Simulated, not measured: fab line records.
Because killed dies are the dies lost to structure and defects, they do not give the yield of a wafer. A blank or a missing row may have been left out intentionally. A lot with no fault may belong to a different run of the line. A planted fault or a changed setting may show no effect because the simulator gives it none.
Matching of chambers + flow nandHarc + NHARC_P_BONDPAD_ACTIVATE_29 on rieDiel-13 has 4 sister chambers
The step chemistry N2, time 60 s. 8 wafers are shown with their chamber, then 7 later ones without.

== WAFERS, EACH WITH ITS CHAMBER ==
| wafer  | chamber | drypumpMotorCurrentA (A) | oesProductAu (a.u.) |
|--------|---------|--------------------------|---------------------|
| L079.2 | 1       | 5.66                     | 0.983               |
| L079.4 | 0       | 5.86                     | 1.003               |
| L085.1 | 2       | 6.08                     | 1.007               |
| L086.2 | 1       | 5.65                     | 0.986               |
| L086.5 | 2       | 6.11                     | 1.001               |
| L086.6 | 3       | 5.41                     | 0.979               |
| L094.1 | 0       | 5.88                     | 1.006               |
| L094.2 | 3       | 5.42                     | 0.970               |

== WAFERS WITHOUT THEIR CHAMBER ==
| wafer  | drypumpMotorCurrentA (A) | oesProductAu (a.u.) |
|--------|--------------------------|---------------------|
| L094.3 | 5.63                     | 0.982               |
| L094.4 | 6.13                     | 0.998               |
| L094.5 | 6.12                     | 1.001               |
| L094.6 | 5.43                     | 0.969               |
| L095.2 | 5.38                     | 0.989               |
| L095.4 | 6.13                     | 1.012               |
| L095.6 | 5.86                     | 1.016               |

== WHICH CHAMBER EACH ONE RAN IN ==
| wafer  | from the rows above | in truth |
|--------|---------------------|----------|
| L094.3 | 1                   | 1        |
| L094.4 | 2                   | 2        |
| L094.5 | 2                   | 2        |
| L094.6 | 3                   | 3        |
| L095.2 | 3                   | 3        |
| L095.4 | 2                   | 2        |
| L095.6 | 0                   | 0        |
7 of 7 placed correctly. Can't be placed from these rows: 0. Wrongly placed: 0.
How it was worked out, from the rows above alone: a wafer's distance from a chamber is the root of the sum, over the readings, of the square of ((its reading less the chamber's mean) divided by the reading's scatter). The wafer belongs to the nearest chamber; if the next one is less than 2 further off, it can't be placed. Each chamber's mean is taken over the wafers shown for it. The scatter is the square root of a quotient: the sum, over the shown wafers, of each reading's squared deviation from its chamber's mean, divided by wafers minus chambers.
